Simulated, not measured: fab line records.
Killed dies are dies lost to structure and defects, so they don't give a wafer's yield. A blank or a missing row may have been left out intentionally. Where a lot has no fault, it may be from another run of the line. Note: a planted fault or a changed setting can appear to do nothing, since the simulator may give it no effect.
fab line records	flow n5-finfet
[record] lots = 5	wafers = 14	last-day = 17
route steps=1938 shown BEOL_M5@1160 PASSIVATION@1936
lots untouched by any fault: they come from a run of this same line in which no faults occurred
start-h: hours from the record's opening day to when the first of the lot's shown wafers began	wait-h: time in hours since the lot's previous step	" unchanged from the row above	L1.1+2: one row covering several wafers at once	- no value, or no start was given	* or withheld: withheld	< > ~ a bound
route shown NAME@n: names a module that has steps shown in the file, with the first one's number in the route	usual: mean/standard deviation taken from wafers without a fault	same: alike in all rows	chamber/n: place in a boat	sites: the reading at each site	_std_site: how widely they spread, as a standard deviation	_edge_site: outer sites' mean less inner sites'	radius-mm: for every site, how far away it sits from the centre of the wafer	mask NAME#n: copy n	behind: the tool/chamber that last shaped the wafer	hold: why the lot went on hold/how many hours it stayed there/how the hold came to an end	device: the transistor (n, p or np) that didn't switch	end of line: the tests these same wafers got at the end of their route	a step with no rows: only its recipe	killed: count of dies lost to structure and defects at first sort (not the wafer's yield)	map: per-die view of a wafer (x killed, . not killed, _ where there is no die)
set.NAME: setting as actually run; set.NAME@STEP: the setting as run at that earlier step	model.NAME: the simulator's own value behind a step, which no gauge read
certain route steps with their lots: each step a table, each wafer a row
services: a tool's chamber out of use, with start hour (start-h, from the record's first day; less than 0 if before it), hours out, and reason
[[steps]]
[step N5_BEOL_M5_TRENCH_ETCH_37]
[recipe] chemistry = C4F6/O2	target-depth-a = 716.52	target = SiCOH_lowk	time-s = 24.7	ion-energy-ev = 250	pressure-mtorr = 30	source-w = 345	bias-w = 185	Ar_flow_sccm = 300	C4F6_flow_sccm = 10	O2_flow_sccm = 10
[usual] drypump-motor-current-A = 5.5/0.39	oes-product-au = 0.78/0.082	rf-vpp-V = 665/7	showerhead-plenum-p-Torr = 2.85/0.063	throttle-valve-pct = 20.96/0.23
lot.wafer	tool	chamber	start-h	wait-h	drypump-motor-current-A	oes-product-au	rf-hours-counter-h	rf-vpp-V	showerhead-plenum-p-Torr	throttle-valve-pct
L116.1	rie-diel-06	0	-	-	5.4	0.71	203	658	2.83	21.17
L116.2	"	3	"	"	5.2	0.67	250	663	2.80	21.20
L116.3	"	2	"	"	5.8	0.77	105	665	2.87	21.02
L119.2	rie-diel-03	2	-	-	5.8	0.70	193	669	2.94	20.69
L119.5	"	0	"	"	6.2	0.90	-	660	2.80	20.65
L119.6	"	3	"	"	5.4	0.75	-	657	2.85	21.22
L126.5	rie-diel-05	0	-	-	4.9	0.68	-	658	2.81	21.24
L126.6	"	3	"	"	5.4	0.75	-	681	2.86	20.75
L135.4	rie-diel-03	0	-	-	6.2	0.86	44	660	2.79	20.67
L135.5	"	2	"	"	5.8	0.68	-	667	2.93	20.74
L135.6	"	1	"	"	5.1	0.79	-	667	2.87	20.78
L136.1	rie-diel-05	3	-	-	5.4	0.73	163	681	2.85	20.76
L136.4	"	1	"	"	4.9	0.82	96	672	2.76	20.75
L136.5	"	0	"	"	4.9	0.67	-	658	2.81	21.25
[step N5_BEOL_M5_ETCH_41]
[recipe] chemistry = CH3F/O2	target = SiCN	target-depth-a = 315	taper-deg = 2	time-s = 56.7	ion-energy-ev = 120	mask-material = TiN	pressure-mtorr = 30	source-w = 395	bias-w = 75	Ar_flow_sccm = 150	CH3F_flow_sccm = 30	O2_flow_sccm = 20
[step N5_BEOL_M5_STRIP_91]
[recipe] chemistry = N2/H2	time-s = 10	power-w = 450	temp-c = 40	pressure-mtorr = 20	rf-frequency-hz = 6e+07	bias-power-w = 7	n2-flow-sccm = 200	h2-flow-sccm = 200
[usual] drypump-motor-current-A = 5.5/0.38	oes-product-au = 0.78/0.083	rf-vpp-V = 59.2/0.9	showerhead-plenum-p-Torr = 2.53/0.058	throttle-valve-pct = 23.62/0.25
lot.wafer	tool	chamber	start-h	wait-h	drypump-motor-current-A	oes-product-au	rf-hours-counter-h	rf-vpp-V	showerhead-plenum-p-Torr	throttle-valve-pct
L116.1	rie-diel-06	0	-	-	5.4	0.72	203	60.6	2.52	23.88
L116.2	"	3	"	"	5.2	0.69	250	58.5	2.48	23.83
L116.3	"	2	"	"	5.8	0.78	105	57.5	2.56	23.62
L119.2	rie-diel-03	2	-	-	5.8	0.70	193	59.5	2.61	23.28
L119.5	"	0	"	"	6.3	0.90	-	58.4	2.49	23.37
L119.6	"	3	"	"	5.4	0.75	-	60.0	2.54	23.94
L126.5	rie-diel-05	0	-	-	4.9	0.68	-	60.3	2.50	23.85
L126.6	"	3	"	"	5.4	0.75	-	59.5	2.54	23.32
L135.4	rie-diel-03	0	-	-	6.2	0.86	44	60.9	2.48	23.40
L135.5	"	2	"	"	5.7	0.68	-	59.1	2.60	23.31
L135.6	"	1	"	"	5.1	0.77	-	59.3	2.55	23.50
L136.1	rie-diel-05	3	-	-	5.4	0.73	163	58.1	2.53	23.34
L136.4	"	1	"	"	4.9	0.82	96	57.0	2.46	23.36
L136.5	"	0	"	"	4.9	0.68	-	58.2	2.50	23.89
[step N5_BEOL_M5_OCD_MEAS_38]
[usual] trench-depth-nm = 71.7/1.2
lot.wafer	tool	chamber	start-h	wait-h	trench-depth-nm
L116.1	ocd-01	-	180.37	-	69.7
L116.2	"	-	"	"	69.9
L116.3	"	-	"	"	71.6
L119.2	ocd-01	-	206.51	-	70.4
L119.5	"	-	"	"	72.8
L119.6	"	-	"	"	72.3
L126.5	ocd-01	-	261.24	-	70.5
L126.6	"	-	"	"	71.3
L135.4	ocd-02	-	310.03	-	72.0
L135.5	"	-	"	"	70.4
L135.6	"	-	"	"	72.3
L136.1	ocd-02	-	313.63	-	70.4
L136.4	"	-	"	"	71.7
L136.5	"	-	"	"	70.0
[step N5_BEOL_M5_HM_STRIP_39]
[recipe] chemistry = peroxide-tin-strip	material = TiN	target-depth-a = 250	temp-c = 50	time-s = 158
[step N5_BEOL_M5_SRD_40]
[recipe] time-s = 30	temp-c = 23	rinse-liquid = diw	dry = ipa-marangoni
[step N5_BEOL_M5_PRECLEAN_42]
[recipe] chemistry = residue-remover	time-s = 60	temp-c = 40
[step N5_BEOL_M5_SRD_43]
[recipe] time-s = 30	temp-c = 23	rinse-liquid = diw	dry = ipa-marangoni
[step N5_BEOL_M5_CD_MEAS_35]
[recipe] target-cd-nm = 28	target-cd-y-nm = 24	polarity = opening
[usual] cd-nm = 28.03/0.28
lot.wafer	tool	chamber	start-h	wait-h	cd-nm
L116.1	cd-sem-01	-	180.52	0.0	28.23
L116.2	"	-	"	"	27.54
L116.3	"	-	"	"	27.82
L119.2	cd-sem-03	-	206.67	0.0	28.34
L119.5	"	-	"	"	27.58
L119.6	"	-	"	"	27.55
L126.5	cd-sem-02	-	261.40	0.0	28.01
L126.6	"	-	"	"	27.54
L135.4	cd-sem-02	-	310.18	0.0	28.22
L135.5	"	-	"	"	27.46
L135.6	"	-	"	"	27.98
L136.1	cd-sem-03	-	313.88	0.0	28.14
L136.4	"	-	"	"	28.19
L136.5	"	-	"	"	27.75
[step N5_BEOL_M5_CURE_80]
[recipe] temp-c = 370	time-s = 120	ambient = DMADMS/He	material = SiCOH_lowk
[step N5_BEOL_M5_DEGAS_44]
[recipe] ambient = vacuum	temp-c = 250	time-s = 60
[usual] heater-power-w = 323/36
lot.wafer	tool	chamber	start-h	wait-h	heater-power-w
L116.1	pvd-sputter-02	-	181.80	1.0	331
L116.2	"	-	"	"	353
L116.3	"	-	"	"	338
L119.2	pvd-sputter-02	-	207.11	0.3	324
L119.5	"	-	"	"	239
L119.6	"	-	"	"	352
L126.5	pvd-sputter-01	-	262.06	0.4	333
L126.6	"	-	"	"	255
L135.4	pvd-sputter-01	-	310.74	0.3	256
L135.5	"	-	"	"	249
L135.6	"	-	"	"	332
L136.1	pvd-sputter-01	-	314.30	0.3	342
L136.4	"	-	"	"	334
L136.5	"	-	"	"	338
[step N5_BEOL_M5_PRE_CLEAN_45]
[recipe] gas = H2/He	time-s = 30	temp-c = 250
[usual] heater-power-w = 323/36
lot.wafer	tool	chamber	start-h	wait-h	heater-power-w
L116.1	pvd-sputter-02	-	181.84	0.0	339
L116.2	"	-	"	"	349
L116.3	"	-	"	"	344
L119.2	pvd-sputter-02	-	207.15	0.0	337
L119.5	"	-	"	"	238
L119.6	"	-	"	"	358
L126.5	pvd-sputter-01	-	262.10	0.0	337
L126.6	"	-	"	"	246
L135.4	pvd-sputter-01	-	310.78	0.0	251
L135.5	"	-	"	"	254
L135.6	"	-	"	"	331
L136.1	pvd-sputter-01	-	314.34	0.0	339
L136.4	"	-	"	"	321
L136.5	"	-	"	"	331
[step N5_BEOL_M5_ALD_86]
[recipe] material = TaN	target-thk-a = *	temp-c = 275	ald-precursor-family = PDMAT	ald-co-reactant = NH3	pressure-torr = 3	carrier-flow-sccm = 1500	pulse-time-s = 2	purge-time-s = 3	co-reactant-purge-time-s = 2	co-reactant-pulse-time-s = 3	ald-cycles = 30	precursor-vessel-temp-c = 75	precursor-vessel-pressure-torr = 26.25	precursor-vessel-carrier-sccm = 1000
[usual] co-reactant-pulse-time-s = 3/0	heater-power-w = 434/44
lot.wafer	tool	chamber	start-h	wait-h	co-reactant-pulse-time-s	heater-power-w
L116.1	ald-metal-02	0	181.90	0.0	3	390
L116.2	"	2	"	"	3	442
L116.3	"	3	"	"	3	480
L119.2	ald-metal-04	1	207.21	0.0	3	443
L119.5	"	1	"	"	3	425
L119.6	"	0	"	"	3	435
L126.5	ald-metal-04	0	262.31	0.2	3.2929	430
L126.6	"	1	"	"	3	426
L135.4	ald-metal-02	2	310.85	0.1	3	433
L135.5	"	1	"	"	3	392
L135.6	"	0	"	"	3	398
L136.1	ald-metal-02	3	314.41	0.1	3	464
L136.4	"	1	"	"	3	394
L136.5	"	1	"	"	3	390
[step N5_BEOL_M5_SURFACE_TREAT_87]
[recipe] gas = Ar	time-s = *	ion-energy-ev = *	ion-current-ma-cm2 = 0.5	pressure-mtorr = *	ar-flow-sccm = 30
[usual] ar-flow-sccm = 29.99/0.089	pressure-mtorr = *	throttle-valve-pct = *
lot.wafer	tool	chamber	start-h	wait-h	ar-flow-sccm	pressure-mtorr	throttle-valve-pct
L116.1	pvd-sputter-03	-	182.53	0.5	29.79	*	*
L116.2	"	-	"	"	29.95	*	*
L116.3	"	-	"	"	30.10	*	*
L119.2	pvd-sputter-03	-	207.45	0.1	29.99	*	*
L119.5	"	-	"	"	30.09	*	*
L119.6	"	-	"	"	30.00	*	*
L126.5	pvd-sputter-01	-	264.06	1.6	30.05	*	*
L126.6	"	-	"	"	30.00	*	*
L135.4	pvd-sputter-03	-	311.29	0.3	29.94	*	*
L135.5	"	-	"	"	29.92	*	*
L135.6	"	-	"	"	30.07	*	*
L136.1	pvd-sputter-02	-	314.63	0.1	30.07	*	*
L136.4	"	-	"	"	30.02	*	*
L136.5	"	-	"	"	30.05	*	*
[step N5_PASSIVATION_PROBE_49]
[usual] defect-limited-yield = 91.2/1.4	killed_at_M0_to_M3 = 34/10	killed_at_M4_up = 13/5.1	killed-at-contacts = 12/6.5	killed-at-front-end = 41/11	killed-at-other = 4/3.3	killed-dies = 104/16	killed-open = 69/13	killed-short = 33/7	sort_bin_5_function = 5.1/0.91	sort_bin_6_memory = 3.3/0.69	sort-n-pass = 1076/16	sort-yield-pct = 91.2/1.4
[same] gross-dies = 1180	killed-at-back-side = 0	sort_bin_4_leakage[%] = 0	sort_bin_8_speed[%] = 0
lot.wafer	tool	chamber	start-h	wait-h	defect-limited-yield[%]	killed_at_M0_to_M3	killed_at_M4_up	killed-at-contacts	killed-at-front-end	killed-at-other	killed-dies	killed-open	killed-short	sort_bin_5_function[%]	sort_bin_6_memory[%]	sort-n-pass	sort-yield-pct[%]
L116.1	prober-01	-	288.23	0.0	88.9	51	14	11	50	5	131	79	52	7.0	3.7	1049	88.9
L116.2	prober-01	-	288.28	0.1	88.1	43	26	17	49	6	141	88	53	6.6	4.7	1039	88.1
L116.3	prober-01	-	288.33	0.1	90.3	25	14	27	46	3	115	81	34	5.3	4.1	1065	90.3
L126.5	prober-02	-	356.79	0.2	91.0	35	24	15	32	0	106	72	34	5.3	3.5	1074	91.0
L126.6	prober-02	-	356.84	0.3	91.0	33	15	17	40	1	106	89	17	6.1	2.8	1074	91.0
L136.1	prober-01	-	410.35	0.0	91.7	38	9	13	35	3	98	72	26	4.8	3.2	1082	91.7
L136.4	prober-01	-	410.50	0.2	89.8	61	9	5	40	5	120	87	33	5.6	4.3	1060	89.8
L136.5	prober-01	-	410.55	0.2	92.0	39	14	7	31	3	94	55	38	4.3	3.4	1086	92.0
L135.4	prober-02	-	410.73	0.2	90.3	36	11	10	54	3	114	82	32	5.8	3.4	1066	90.3
L135.5	prober-02	-	410.78	0.2	91.3	34	9	5	52	3	103	73	29	5.4	3.1	1077	91.3
L135.6	prober-02	-	410.83	0.3	91.0	39	14	8	44	1	106	69	35	5.3	3.1	1074	91.0
// killed by level:class
L116.1 FIN_SAQP:geometric-particle:short=13 BEOL_M3:geometric-particle:open=10 FIN_SAQP:geometric-particle:open=9 DUMMY_GATE:geometric-particle:open=8 BEOL_M1:geometric-particle:open=8 GATE_CUT:geometric-particle:short=7 BEOL_M2:geometric-particle:open=7 MOL_CONTACT_COAG:geometric-particle:open=7
L116.2 BEOL_M4:geometric-particle:open=17 MOL_CONTACT_COAG:geometric-particle:open=14 BEOL_M3:geometric-particle:open=14 FIN_SAQP:geometric-particle:short=9 STI_FIN_REVEAL:geometric-particle:open=8 DUMMY_GATE:geometric-particle:open=8 BEOL_M0_SAQP:geometric-particle:short=6 BEOL_M3:geometric-particle:short=6
L116.3 MOL_CONTACT_COAG:geometric-particle:open=23 BEOL_M3:geometric-particle:open=10 FIN_SAQP:geometric-particle:open=8 STI_FIN_REVEAL:geometric-particle:open=8 FIN_SAQP:geometric-particle:short=5 GATE_CUT:geometric-particle:open=4 MOL_CONTACT_COAG:geometric-particle:short=4 BEOL_M1:geometric-particle:open=4
L126.5 BEOL_M4:geometric-particle:open=14 BEOL_M3:geometric-particle:open=12 MOL_CONTACT_COAG:geometric-particle:open=11 FIN_SAQP:geometric-particle:short=7 BEOL_M1:geometric-particle:open=6 FIN_SAQP:geometric-particle:open=5 STARTING-WAFER:geometric-particle:short=5 STI_FIN_REVEAL:geometric-particle:open=4
L126.6 MOL_CONTACT_COAG:geometric-particle:open=16 STI_FIN_REVEAL:geometric-particle:open=12 BEOL_M4:geometric-particle:open=12 BEOL_M3:geometric-particle:open=11 BEOL_M2:geometric-particle:open=9 FIN_SAQP:geometric-particle:open=6 BEOL_M0_SAQP:geometric-particle:open=6 DUMMY_GATE:geometric-particle:open=4
L136.1 STI_FIN_REVEAL:geometric-particle:open=13 FIN_SAQP:geometric-particle:open=11 BEOL_M1:geometric-particle:open=10 MOL_CONTACT_COAG:geometric-particle:open=9 BEOL_M0_SAQP:geometric-particle:short=6 BEOL_M2:geometric-particle:open=6 BEOL_M3:geometric-particle:open=6 MOL_CONTACT_COAG:geometric-particle:short=4
L136.4 BEOL_M2:geometric-particle:open=15 STI_FIN_REVEAL:geometric-particle:open=14 BEOL_M0_SAQP:geometric-particle:open=13 BEOL_M3:geometric-particle:open=12 BEOL_M1:geometric-particle:open=9 FIN_SAQP:geometric-particle:short=8 BEOL_M0_SAQP:geometric-particle:short=7 STI_FIN_REVEAL:geometric-particle:short=6
L136.5 BEOL_M0_SAQP:geometric-particle:open=13 BEOL_M0_SAQP:geometric-particle:short=12 FIN_SAQP:geometric-particle:short=9 BEOL_M4:geometric-particle:open=6 STI_FIN_REVEAL:geometric-particle:open=5 MOL_CONTACT_COAG:geometric-particle:open=5 BEOL_M2:geometric-particle:open=5 FIN_SAQP:geometric-particle:open=3
L135.4 STI_FIN_REVEAL:geometric-particle:open=23 STI_FIN_REVEAL:geometric-particle:short=9 DUMMY_GATE:geometric-particle:open=8 MOL_CONTACT_COAG:geometric-particle:open=8 BEOL_M1:geometric-particle:open=7 BEOL_M4:geometric-particle:open=7 BEOL_M0_SAQP:geometric-particle:open=6 BEOL_M0_SAQP:geometric-particle:short=6
L135.5 STI_FIN_REVEAL:geometric-particle:open=25 FIN_SAQP:geometric-particle:short=9 BEOL_M0_SAQP:geometric-particle:open=9 BEOL_M2:geometric-particle:open=8 BEOL_M0_SAQP:geometric-particle:short=6 FIN_SAQP:geometric-particle:open=5 BEOL_M1:geometric-particle:open=5 MOL_CONTACT_COAG:geometric-particle:open=4
L135.6 STI_FIN_REVEAL:geometric-particle:open=10 BEOL_M0_SAQP:geometric-particle:open=8 STI_FIN_REVEAL:geometric-particle:short=7 MOL_CONTACT_COAG:geometric-particle:open=7 BEOL_M0:geometric-particle:short=7 FIN_SAQP:geometric-particle:short=5 FIN_SAQP:geometric-particle:open=5 BEOL_M0_SAQP:geometric-particle:short=5
[[services]]
tool	chamber	start-h	hours	kind
rie-diel-03	-	157.17	10.0	pm
rie-diel-06	1	161.77	-	clean
rie-diel-06	1	161.77	-	consumable-replace:focus-ring
rie-diel-06	1	161.77	-	consumable-replace:showerhead
rie-diel-06	1	161.77	18.3	scheduled-down
rie-diel-06	1	161.77	18.3	vent-cycle
ald-metal-04	-	162.53	1.4	repair
rie-diel-05	3	175.74	3.6	repair
rie-diel-06	3	180.34	-	clean
rie-diel-06	3	180.34	-	consumable-replace:focus-ring
rie-diel-06	3	180.34	15.5	scheduled-down
rie-diel-06	3	180.34	15.5	vent-cycle
rie-diel-03	0	209.33	4.7	repair
rie-diel-06	0	235.18	4.9	repair
ald-metal-04	0	236.31	25.0	repair
rie-diel-03	0	268.47	1.5	repair
rie-diel-05	0	280.12	21.8	repair
ald-metal-04	3	298.84	10.0	repair
[[key]]
[first-sign] step = N5_BEOL_M5_ALD_86	reading = co-reactant-pulse-time-s	direction = up	sigmas = 99+	usual = *	struck = *
effect none on later readings
met-at N5_BEOL_M5_ALD_86
struck-wafers L126.5
onset-between 207.21 262.31
[fault] kind = process-parameter-drift	tool = ald-metal-04	chamber = -	onset-h = 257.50	steps = N5_BEOL_M5_ALD_86	channel = co-reactant-pulse-time-s	offset = *	shape = step	end-h = 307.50	scope = struck-wafers-only	acts-in = *	stated = *
